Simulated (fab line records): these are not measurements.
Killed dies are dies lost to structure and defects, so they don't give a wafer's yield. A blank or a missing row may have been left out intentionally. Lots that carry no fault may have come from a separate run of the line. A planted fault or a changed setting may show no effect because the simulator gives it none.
Chamber matching	flow n5-finfet	N5_BEOL_M7_DEP_56 on pecvd-01 has 3 sister chambers
The step deposits SiCN from 3MS/NH3, target thk 10 nm, time 17.5 s. 3 wafers are shown with their chamber, then 7 later ones without.

EACH WAFER AND ITS CHAMBER
wafer	chamber	showerhead-plenum-p-Torr (Torr)
L081.5	1	3.656
L086.1	0	3.656
L086.4	2	3.673

WAFERS WITH NO CHAMBER GIVEN
wafer	showerhead-plenum-p-Torr (Torr)
L086.5	3.658
L091.2	3.648
L091.3	3.675
L091.4	3.679
L092.2	3.667
L092.4	3.661
L092.5	3.685

WHICH CHAMBER EACH ONE RAN IN
wafer	from the rows above	in truth
L086.5	can't be placed: 0 or 1 or 2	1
L091.2	can't be placed: 0 or 1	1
L091.3	2	2
L091.4	2	2
L092.2	can't be placed: 2 or 0 or 1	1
L092.4	can't be placed: 0 or 1 or 2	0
L092.5	2	2
3 of 7 placed correctly. Not placeable from these rows: 4 (in 4, the candidates include the true chamber). Number placed wrongly: 0.
How it was worked out, from the rows above alone: a wafer's distance from a chamber is the root of the sum, over the readings, of the square of ((its reading less the chamber's mean) divided by the reading's scatter). If the next closest chamber is less than 2 further off than the closest, the wafer can't be placed; otherwise it belongs to the closest. The mean given for a chamber averages the wafers shown for that chamber. The scatter (one wafer shown for each chamber): square how far every hidden wafer sits from the nearest shown wafer, average those squares and take the square root.
